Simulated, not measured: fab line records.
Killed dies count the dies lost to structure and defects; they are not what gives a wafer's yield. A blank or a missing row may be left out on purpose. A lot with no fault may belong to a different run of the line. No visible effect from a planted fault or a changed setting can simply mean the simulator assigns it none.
fab line records	flow nand-harc	part 1 of 2: steps 1 to 4 of 6
[record] lots = 20	wafers = 60	last-day = 24
route steps=1159 shown P_ZERO_WELL@17 P_GATE@146 P_M0@283 P_M2@350 A_CHANNEL_HOLE_D1@472
lots that met no fault: from a run of the same line without faults
start-h: start of the lot's first displayed wafer, in hours after the record's first day	wait-h: hours from the lot's prior step to this one	" repeats the value in the row above	L1.1+2: a single row standing in for several wafers	- either no value or no given start	* or withheld: withheld	< > ~ a bound
route shown NAME@n: a module of which the file shows steps, and the number in the route of the first	usual: the fault-free wafers' mean and standard deviation	same: alike in all rows	chamber/n: place in a boat	sites: each site's reading	_std_site: their standard deviation	_edge_site: inner sites' mean taken away from outer sites' mean	radius-mm: for every site, how far away it sits from the centre of the wafer	mask NAME#n: copy n	behind: the most recent tool/chamber to have shaped the wafer	hold: why the lot was held/for how many hours/how that ended	device: transistor that didn't switch, given as n, p or np	end of line: the tests these same wafers got at the end of their route	a step without rows: its recipe alone	killed: dies that structure and defects cost at the first sort, which is not the same as the wafer's yield	map: per-die view of a wafer (x killed, . not killed, _ where there is no die)
set.NAME: the run value of the setting; set.NAME@STEP: its run value at that earlier step	model.NAME: the simulator's own value behind a step, which no gauge read
steps of the route over a sample of lots; a table a step, a row a wafer
services: when a tool's chamber went out of use (start-h, in hours from the record's first day, below 0 if earlier), for how many hours, and the reason
[[steps]]
[step NHARC_P_ZERO_WELL_ETCH_65]
[recipe] target-depth-a = 800	overetch-a = 240	time-s = 87.88	ion-energy-ev = 200	n2-flow-sccm = 150	h2-flow-sccm = 150	ar-flow-sccm = 0	rf-w = 400	bias-w = 150	chemistry = N2/H2
[usual] drypump-motor-current-A = 5.6/0.59	mfc-ar-sccm = 0.006/0.011	oes-product-au = 1.000/0.0087	rf-fwd-power-W = 397.6/1.4	rf-vpp-V = 430.6/2.7	showerhead-plenum-p-Torr = 2.04/0.1	throttle-valve-pct = 14.171/0.0093
lot.wafer	tool	chamber	start-h	wait-h	drypump-motor-current-A	mfc-ar-sccm	oes-product-au	rf-fwd-power-W	rf-hours-counter-h	rf-vpp-V	showerhead-plenum-p-Torr	throttle-valve-pct
L074.4	rie-diel-03	0	13.51	0.1	4.9	0.013	1.005	399.0	5.6	435.1	2.20	14.185
L074.2	"	1	"	"	5.5	0	1.002	395.6	5.9	432.9	2.08	14.178
L074.6	"	2	"	"	5.6	0	0.987	396.8	-	434.6	2.17	14.161
L075.2	rie-diel-05	1	19.54	0.1	6.7	0.006	0.995	396.4	0.6	429.9	2.05	14.161
L075.1	"	2	"	"	4.7	0	1.006	396.5	0.4	435.3	2.21	14.167
L075.6	"	0	"	"	6.1	0.036	0.999	397.8	-	432.5	2.07	14.172
L076.4	rie-diel-05	3	25.63	0.1	6.6	0.008	0.994	398.2	0.6	430.3	2.05	14.179
L076.5	"	1	"	"	6.7	0.006	1.012	397.4	-	430.8	2.05	14.155
L076.6	"	2	"	"	4.7	0	1.017	395.7	-	435.2	2.21	14.166
L077.3	rie-diel-03	1	31.54	0.1	5.5	0	0.996	398.3	7.3	430.0	2.07	14.181
L077.1	"	3	"	"	5.3	0	0.994	397.8	6.8	431.0	2.01	14.168
L077.5	"	1	"	"	5.5	0	0.993	397.1	-	431.9	2.07	14.174
L078.4	rie-diel-12	0	37.50	0.1	6.1	0.025	0.999	400.1	0.1	428.6	1.97	14.165
L078.2	"	1	"	"	6.1	0	1.004	399.6	0.1	427.2	1.91	14.162
L078.5	"	0	"	"	6.1	0.025	0.995	398.7	-	429.6	1.98	14.172
L079.5	rie-diel-05	2	43.41	0.1	4.6	0	1.017	399.3	-	434.8	2.21	14.165
L079.4	"	0	"	"	6.1	0.036	1.006	398.4	-	432.5	2.07	14.165
L079.6	"	1	"	"	6.7	0.006	0.999	395.4	-	429.9	2.05	14.169
L080.4	rie-diel-03	3	49.37	0.1	5.3	0	1.007	396.8	0.1	429.8	2.01	14.188
L080.6	"	2	"	"	5.6	0	0.995	396.1	-	434.4	2.17	14.166
L080.5	"	3	"	"	5.2	0	0.993	396.1	-	430.2	2.01	14.175
L081.1	rie-diel-12	2	55.36	0.1	5.2	0	1.007	398.4	2.5	426.1	1.90	14.161
L081.3	"	0	"	"	6.1	0.025	0.985	399.9	1.7	428.6	1.97	14.183
L081.6	"	2	"	"	5.2	0	1.009	397.8	-	427.3	1.90	14.178
L082.4	rie-diel-03	1	61.52	0.1	5.5	0	1.006	395.6	1.4	431.9	2.07	14.165
L082.1	"	2	"	"	5.7	0	1.004	396.4	1.6	432.6	2.17	14.190
L082.2	"	0	"	"	4.9	0.013	0.999	397.9	1.6	435.4	2.19	14.170
L083.3	rie-diel-12	1	67.82	0.1	6.0	0	1.004	398.6	3.2	427.3	1.91	14.164
L083.2	"	2	"	"	5.2	0	1.003	396.3	3.4	426.0	1.90	14.176
L083.1	"	0	"	"	6.1	0.025	0.989	397.6	2.4	428.7	1.97	14.179
L086.4	rie-diel-03	0	85.49	0.1	4.9	0.013	1.007	398.1	3.2	434.7	2.19	14.166
L086.3	"	2	"	"	5.7	0	0.986	397.4	2.6	434.0	2.17	14.168
L086.5	"	3	"	"	5.3	0	0.995	397.8	-	430.1	2.01	14.175
L087.1	rie-diel-12	2	91.36	0.1	5.2	0	1.012	396.5	4.6	426.7	1.90	14.171
L087.2	"	1	"	"	6.0	0	1.002	398.9	4.5	425.7	1.91	14.165
L087.6	"	2	"	"	5.2	0	1.013	395.5	-	427.5	1.90	14.172
L088.1	rie-diel-12	3	97.63	0.1	5.2	0	0.991	400.5	4.1	429.7	2.04	14.179
L088.6	"	2	"	"	5.2	0	1.014	395.9	-	426.2	1.90	14.176
L088.5	"	3	"	"	5.2	0	0.996	397.5	-	430.6	2.04	14.176
L089.1	rie-diel-12	0	103.48	0.1	6.1	0.025	0.982	397.9	4.6	428.3	1.97	14.160
L089.4	"	1	"	"	6.0	0	1.002	398.0	5.3	427.3	1.91	14.170
L089.5	"	1	"	"	6.0	0	1.001	399.0	-	427.9	1.91	14.192
L090.1	rie-diel-05	1	109.49	0.1	6.7	0.006	0.996	399.9	9.3	431.7	2.05	14.164
L090.6	"	1	"	"	6.8	0.006	1.000	398.4	-	429.9	2.05	14.172
L090.5	"	2	"	"	4.7	0	1.022	401.6	-	435.1	2.21	14.191
L091.4	rie-diel-05	0	115.72	0.1	6.1	0.036	1.003	400.1	9.4	430.8	2.07	14.151
L091.1	"	3	"	"	6.6	0.008	0.994	398.0	2.7	430.4	2.05	14.178
L091.5	"	1	"	"	6.7	0.006	0.999	396.7	-	432.0	2.05	14.167
L092.3	rie-diel-12	1	121.50	0.1	6.0	0	1.003	398.5	6.6	426.7	1.91	14.166
L092.1	"	3	"	"	5.2	0	1.001	399.1	5.4	431.0	2.04	14.170
L092.5	"	2	"	"	5.2	0	1.011	398.2	-	425.3	1.90	14.187
L093.3	rie-diel-05	2	131.42	0.1	4.7	0	1.015	399.3	9.4	436.5	2.21	14.174
L093.2	"	0	"	"	6.1	0.036	1.005	395.7	10.7	431.6	2.07	14.172
L093.6	"	2	"	"	4.6	0	1.010	400.0	-	433.1	2.21	14.165
L094.4	rie-diel-12	2	133.36	0.1	5.2	0	0.981	396.8	7.1	427.5	1.90	14.151
L094.2	"	0	"	"	6.1	0.025	0.988	400.1	6.2	429.8	1.97	14.180
L094.5	"	2	"	"	5.2	0	1.004	395.5	-	427.3	1.90	14.167
L096.4	rie-diel-03	1	145.66	0.1	5.5	0	0.997	395.6	6.8	432.6	2.07	14.165
L096.2	"	2	"	"	5.7	0	0.994	397.0	6.7	433.6	2.17	14.169
L096.5	"	0	"	"	4.9	0.013	1.001	397.7	-	434.6	2.19	14.171
[step NHARC_P_GATE_HM_OPEN_105]
[recipe] target-depth-a = 3600	o2-flow-sccm = 400	cos-flow-sccm = 20	ar-flow-sccm = 0	rf-w = 500	bias-w = 300	chemistry = O2/COS
[usual] cos-flow-sccm = 20.00/0.058	drypump-motor-current-A = 5.7/0.47	mfc-ar-sccm = 0.008/0.0098	oes-product-au = 1.004/0.012	rf-fwd-power-W = 498.2/1.7	rf-vpp-V = 467.5/1.7	showerhead-plenum-p-Torr = 3.14/0.072	throttle-valve-pct = 28.330/0.0087
lot.wafer	tool	chamber	start-h	wait-h	cos-flow-sccm	drypump-motor-current-A	mfc-ar-sccm	oes-product-au	rf-fwd-power-W	rf-hours-counter-h	rf-vpp-V	showerhead-plenum-p-Torr	throttle-valve-pct
L074.4	rie-diel-13	0	-	-	20.06	5.6	0.002	1.004	498.1	30	468.5	3.16	28.339
L074.2	"	1	"	"	20.04	6.1	0.007	1.001	498.7	33	466.4	3.12	28.336
L074.6	"	1	"	"	20.04	6.1	0.007	0.992	495.4	-	465.7	3.12	28.339
L075.2	rie-diel-13	3	-	-	20.09	5.1	0.026	0.990	503.1	32	467.0	3.08	28.336
L075.1	"	0	"	"	20.02	5.6	0.002	1.011	497.6	31	468.0	3.16	28.333
L075.6	"	0	"	"	20.03	5.6	0.002	1.009	497.0	-	468.6	3.16	28.329
L076.4	rie-diel-13	0	-	-	20.07	5.6	0.002	1.013	499.2	31	468.6	3.16	28.307
L076.6	"	3	"	"	19.94	5.1	0.026	0.993	497.2	-	465.9	3.08	28.322
L076.5	"	0	"	"	19.98	5.6	0.002	1.007	500.7	-	467.9	3.16	28.324
L078.2	rie-diel-13	3	-	-	20.02	5.1	0.026	1.021	498.6	3	467.4	3.08	28.337
L078.4	"	2	"	"	20.01	6.2	0	1.020	496.7	2	468.6	3.22	28.319
L078.5	"	0	"	"	20.07	5.5	0.002	1.021	497.9	-	467.0	3.15	28.340
L077.3	rie-diel-13	2	-	-	20.00	6.2	0	1.027	499.3	2	469.0	3.22	28.333
L077.1	"	3	"	"	20.10	5.1	0.026	1.007	495.8	3	465.9	3.08	28.322
L077.5	"	1	"	"	20.19	6.1	0.007	0.992	498.6	-	465.5	3.12	28.336
L079.4	rie-diel-13	2	-	-	20.00	6.1	0	1.010	500.1	3	468.5	3.22	28.335
L079.6	"	1	"	"	19.96	6.1	0.007	0.978	495.4	-	467.4	3.11	28.330
L079.5	"	2	"	"	19.97	6.2	0	1.013	498.4	-	468.5	3.22	28.327
L080.4	rie-diel-09	0	-	-	19.89	5.5	0.002	1.007	497.4	16	471.5	3.30	28.331
L080.5	"	0	"	"	19.96	5.5	0.002	1.015	498.2	-	470.8	3.30	28.308
L080.6	"	1	"	"	20.03	6.7	0.005	1.002	499.9	-	471.4	3.29	28.336
L081.3	rie-diel-13	0	-	-	19.92	5.6	0.002	1.012	500.1	5	465.7	3.15	28.313
L081.1	"	1	"	"	20.03	6.1	0.007	0.983	494.9	5	466.6	3.11	28.322
L081.6	"	3	"	"	20.04	5.1	0.026	1.006	497.7	-	463.7	3.08	28.340
L082.2	rie-diel-13	0	-	-	19.94	5.6	0.002	0.999	498.5	5	467.5	3.15	28.335
L082.1	"	1	"	"	19.94	6.1	0.007	0.993	499.1	5	466.3	3.11	28.325
L082.4	"	2	"	"	20.06	6.2	0	1.014	496.6	5	469.5	3.22	28.329
L083.1	rie-diel-13	0	-	-	20.02	5.6	0.002	1.019	496.0	7	468.7	3.15	28.330
L083.2	"	2	"	"	20.00	6.2	0	1.023	497.6	7	468.2	3.22	28.328
L083.3	"	3	"	"	19.99	5.1	0.026	1.013	496.5	7	465.9	3.07	28.335
L086.4	rie-diel-13	2	-	-	20.04	6.2	0	1.015	501.5	10	469.4	3.22	28.322
L086.3	"	3	"	"	19.89	5.1	0.026	1.015	496.5	10	467.2	3.07	28.317
L086.5	"	2	"	"	19.99	6.2	0	1.013	497.9	-	469.5	3.22	28.325
L087.1	rie-diel-11	2	-	-	20.01	6.0	0	1.002	497.2	53	469.6	3.23	28.325
L087.2	"	3	"	"	20.03	5.0	0.011	0.988	496.0	54	467.5	3.11	28.324
L087.6	"	0	"	"	19.99	6.0	0.001	1.021	500.9	-	467.1	3.13	28.331
L088.1	rie-diel-11	1	-	-	19.90	5.4	0	0.996	499.8	53	464.0	2.99	28.348
L088.6	"	1	"	"	19.99	5.3	0	0.998	498.8	-	464.3	2.99	28.318
L088.5	"	2	"	"	19.95	6.0	0	1.001	502.2	-	470.9	3.23	28.327
L089.1	rie-diel-11	3	-	-	20.03	5.0	0.011	0.991	497.6	58	467.5	3.11	28.335
L089.4	"	2	"	"	19.94	6.0	0	0.992	499.1	56	469.3	3.23	28.342
L089.5	"	0	"	"	19.96	6.0	0.001	0.999	497.8	-	468.0	3.13	28.329
L090.1	rie-diel-11	3	-	-	19.95	5.0	0.011	1.003	498.7	60	465.7	3.11	28.320
L090.5	"	3	"	"	20.02	5.0	0.011	1.004	499.8	-	467.1	3.10	28.327
L090.6	"	0	"	"	20.05	6.0	0.001	1.013	498.2	-	466.7	3.13	28.331
L091.4	rie-diel-09	0	-	-	19.91	5.5	0.002	1.007	498.2	42	471.2	3.29	28.353
L091.1	"	3	"	"	19.97	5.7	0.033	1.010	498.5	46	465.4	3.03	28.327
L091.5	"	1	"	"	19.99	6.7	0.005	1.011	500.8	-	469.7	3.28	28.331
L092.3	rie-diel-13	3	-	-	20.10	5.1	0.026	1.009	501.5	18	465.1	3.07	28.322
L092.1	"	1	"	"	19.98	6.1	0.007	0.993	495.8	18	466.1	3.11	28.326
L092.5	"	2	"	"	20.03	6.2	0	1.023	495.5	-	469.6	3.22	28.331
L093.3	rie-diel-13	0	-	-	20.01	5.6	0.002	1.015	499.3	19	466.5	3.15	28.333
L093.2	"	3	"	"	20.02	5.1	0.026	1.018	498.2	19	465.3	3.07	28.329
L093.6	"	0	"	"	19.98	5.6	0.002	1.011	500.2	-	467.8	3.15	28.333
L094.2	rie-diel-13	0	-	-	19.93	5.6	0.002	1.022	500.8	19	467.4	3.15	28.327
L094.4	"	2	"	"	19.97	6.2	0	1.016	499.1	19	470.2	3.22	28.318
L094.5	"	3	"	"	20.05	5.1	0.026	1.007	498.4	-	467.1	3.07	28.314
L096.2	rie-diel-13	2	-	-	19.99	6.2	0	1.019	495.1	20	468.9	3.21	28.345
L096.4	"	0	"	"	20.02	5.6	0.002	1.007	497.2	20	468.2	3.15	28.341
L096.5	"	3	"	"	20.05	5.1	0.026	1.000	497.1	-	466.5	3.07	28.334
[step NHARC_P_GATE_STRIP_108]
[recipe] o2-flow-sccm = 500	ar-flow-sccm = 0	bias-w = 0	chemistry = O2
[usual] drypump-motor-current-A = 5.8/0.49	mfc-ar-sccm = 0.010/0.011	oes-product-au = 1.000/0.011	rf-vpp-V = 57.9/0.82	showerhead-plenum-p-Torr = 3.57/0.097	throttle-valve-pct = 17.037/0.0088
lot.wafer	tool	chamber	start-h	wait-h	drypump-motor-current-A	mfc-ar-sccm	oes-product-au	rf-hours-counter-h	rf-vpp-V	showerhead-plenum-p-Torr	throttle-valve-pct
L074.2	rie-diel-13	0	93.39	-	5.6	0.002	1.006	30	57.4	3.57	17.049
L074.4	"	1	"	"	6.1	0.007	0.996	33	57.1	3.52	17.032
L074.6	"	1	"	"	6.1	0.007	0.995	-	58.0	3.52	17.029
L075.2	rie-diel-09	1	97.12	-	6.7	0.005	0.996	8	60.0	3.73	17.047
L075.1	"	2	"	"	5.4	0.020	1.007	8	57.5	3.60	17.042
L075.6	"	0	"	"	5.5	0.002	1.008	-	59.1	3.73	17.031
L076.4	rie-diel-09	0	97.57	-	5.5	0.002	1.002	6	58.6	3.73	17.037
L076.5	"	2	"	"	5.4	0.020	1.006	-	57.8	3.60	17.048
L076.6	"	3	"	"	5.8	0.033	0.997	-	55.9	3.45	17.029
L078.4	rie-diel-09	2	115.81	-	5.4	0.020	1.004	17	57.5	3.59	17.038
L078.2	"	3	"	"	5.7	0.033	0.993	16	57.3	3.45	17.034
L078.5	"	3	"	"	5.7	0.033	0.998	-	56.8	3.45	17.036
L077.3	rie-diel-13	0	116.17	-	5.6	0.002	1.011	2	59.4	3.56	17.041
L077.1	"	1	"	"	6.1	0.007	0.995	2	58.5	3.52	17.037
L077.5	"	0	"	"	5.6	0.002	1.006	-	58.6	3.56	17.034
L079.4	rie-diel-13	2	121.80	-	6.1	0	1.013	3	57.7	3.64	17.024
L079.5	"	0	"	"	5.6	0.002	1.002	-	57.5	3.56	17.038
L079.6	"	1	"	"	6.1	0.007	0.983	-	57.7	3.52	17.040
L080.4	rie-diel-09	2	122.30	-	5.4	0.020	0.991	19	58.3	3.59	17.021
L080.6	"	3	"	"	5.7	0.033	0.984	-	57.0	3.45	17.031
L080.5	"	0	"	"	5.5	0.002	0.992	-	56.9	3.73	17.046
L081.1	rie-diel-11	0	133.86	-	6.0	0.001	1.021	39	57.6	3.55	17.050
L081.3	"	2	"	"	6.0	0	0.998	40	58.2	3.66	17.036
L081.6	"	0	"	"	6.0	0.001	1.016	-	57.4	3.55	17.039
L082.4	rie-diel-09	1	133.93	-	6.7	0.005	1.009	21	58.8	3.72	17.028
L082.2	"	3	"	"	5.7	0.033	0.981	21	56.6	3.44	17.042
L082.1	"	0	"	"	5.5	0.002	1.010	19	58.7	3.72	17.021
L083.1	rie-diel-13	1	151.03	-	6.2	0.007	0.995	7	59.7	3.52	17.038
L083.2	"	2	"	"	6.1	0	1.020	7	58.1	3.64	17.037
L083.3	"	3	"	"	5.1	0.026	1.006	8	57.8	3.48	17.043
L086.4	rie-diel-11	1	167.86	-	5.4	0	0.993	50	58.2	3.38	17.031
L086.3	"	3	"	"	5.0	0.011	0.986	54	58.5	3.51	17.030
L086.5	"	1	"	"	5.4	0	0.988	-	58.2	3.38	17.046
L087.2	rie-diel-13	1	168.02	-	6.1	0.007	0.991	10	58.4	3.52	17.026
L087.1	"	2	"	"	6.2	0	1.011	10	56.7	3.64	17.037
L087.6	"	3	"	"	5.1	0.026	1.012	-	59.3	3.47	17.044
L088.1	rie-diel-09	0	181.92	-	5.5	0.002	1.001	38	56.9	3.71	17.048
L088.5	"	0	"	"	5.5	0.002	0.997	-	57.7	3.71	17.041
L088.6	"	1	"	"	6.7	0.005	1.006	-	57.7	3.71	17.043
L089.1	rie-diel-11	2	182.53	-	6.0	0	1.005	56	58.5	3.65	17.023
L089.4	"	3	"	"	5.0	0.011	0.998	58	58.3	3.51	17.038
L089.5	"	2	"	"	6.0	0	0.999	-	58.1	3.65	17.021
L090.1	rie-diel-11	0	188.34	-	6.0	0.001	1.007	56	56.7	3.54	17.029
L090.6	"	2	"	"	6.0	0	0.983	-	58.1	3.65	17.031
L090.5	"	3	"	"	5.0	0.011	0.993	-	57.5	3.51	17.044
L091.1	rie-diel-13	0	194.28	-	5.5	0.002	1.007	16	57.7	3.56	17.036
L091.4	"	1	"	"	6.1	0.007	0.987	15	57.8	3.51	17.035
L091.5	"	3	"	"	5.0	0.026	0.998	-	57.8	3.47	17.034
L092.1	rie-diel-13	3	201.21	-	5.1	0.026	1.005	19	56.8	3.47	17.033
L092.3	"	0	"	"	5.6	0.002	1.012	18	58.2	3.56	17.032
L092.5	"	2	"	"	6.1	0	1.015	-	57.6	3.63	17.043
L093.3	rie-diel-13	2	207.04	-	6.2	0	1.008	19	59.3	3.63	17.024
L093.2	"	3	"	"	5.1	0.026	1.005	19	56.7	3.47	17.033
L093.6	"	2	"	"	6.2	0	1.015	-	58.9	3.63	17.044
L094.4	rie-diel-13	3	207.67	-	5.0	0.026	0.998	19	58.3	3.47	17.039
L094.2	"	0	"	"	5.6	0.002	1.005	19	57.9	3.56	17.055
L094.5	"	3	"	"	5.1	0.026	0.998	-	57.9	3.47	17.041
L096.4	rie-diel-13	2	221.56	-	6.2	0	1.002	20	57.9	3.63	17.033
L096.2	"	0	"	"	5.5	0.002	1.019	20	57.9	3.55	17.038
L096.5	"	2	"	"	6.1	0	1.004	-	59.7	3.63	17.026
[step NHARC_P_M0_PRE_CLEAN_31]
[recipe] time-s = 12	temp-c = 370	rf-power-w = 300	gas = NH3
[usual] heater-power-w = 623/62	rf-fwd-power-W = 292.6/0.9
lot.wafer	tool	chamber	start-h	wait-h	heater-power-w	rf-fwd-power-W
L074.2	pecvd-02	2	121.70	0.1	570	292.3
L074.4	"	1	"	"	639	292.9
L074.6	"	1	"	"	638	291.3
L076.4	pecvd-03	1	124.69	0.1	634	293.7
L076.6	"	2	"	"	584	292.9
L076.5	"	0	"	"	600	291.7
L075.2	pecvd-01	0	129.22	0.1	745	293.1
L075.1	"	1	"	"	753	293.4
L075.6	"	1	"	"	751	291.5
L078.2	pecvd-02	0	142.46	0.1	692	294.9
L078.5	"	1	"	"	569	291.8
L078.4	"	0	"	"	713	294.3
L077.3	pecvd-03	0	144.67	0.2	629	292.5
L077.1	"	1	"	"	647	292.0
L077.5	"	0	"	"	605	293.7
L079.4	pecvd-01	2	152.51	0.1	673	293.4
L079.5	"	0	"	"	682	292.9
L079.6	"	1	"	"	669	292.5
L080.5	pecvd-01	1	153.43	0.1	717	293.2
L080.4	"	2	"	"	657	293.1
L080.6	"	0	"	"	670	291.5
L081.1	pecvd-01	0	162.56	0.1	713	292.4
L081.3	"	1	"	"	763	293.0
L081.6	"	1	"	"	778	294.4
L082.2	pecvd-01	2	163.76	0.8	681	293.0
L082.1	"	0	"	"	626	291.4
L082.4	"	1	"	"	628	293.1
L083.2	pecvd-01	1	177.29	0.1	747	293.1
L083.1	"	2	"	"	690	292.7
L083.3	"	0	"	"	673	291.1
L086.3	pecvd-03	1	195.78	0.1	578	291.5
L086.5	"	1	"	"	582	292.4
L086.4	"	2	"	"	576	294.7
L087.1	pecvd-03	1	196.78	0.1	655	291.9
L087.2	"	2	"	"	570	291.8
L087.6	"	2	"	"	564	292.0
L088.1	pecvd-01	2	214.03	0.1	675	291.5
L088.6	"	1	"	"	741	293.2
L088.5	"	0	"	"	726	291.9
L089.1	pecvd-02	2	214.51	0.1	596	292.8
L089.5	"	2	"	"	588	291.6
L089.4	"	0	"	"	550	292.9
L090.1	pecvd-03	2	216.54	0.1	629	292.9
L090.5	"	2	"	"	627	292.6
L090.6	"	0	"	"	560	294.0
L091.1	pecvd-03	0	222.93	0.1	521	291.1
L091.4	"	0	"	"	515	291.4
L091.5	"	2	"	"	551	292.7
L092.3	pecvd-03	1	229.92	0.1	580	292.9
L092.1	"	0	"	"	577	293.0
L092.5	"	0	"	"	572	292.1
L093.3	pecvd-02	2	237.83	0.1	536	291.7
L093.2	"	0	"	"	618	293.3
L093.6	"	1	"	"	643	292.9
L094.2	pecvd-02	0	238.86	0.1	589	291.5
L094.5	"	1	"	"	692	292.3
L094.4	"	2	"	"	574	292.7
L096.2	pecvd-02	2	249.51	0.4	528	294.1
L096.5	"	0	"	"	625	291.6
L096.4	"	2	"	"	516	293.4
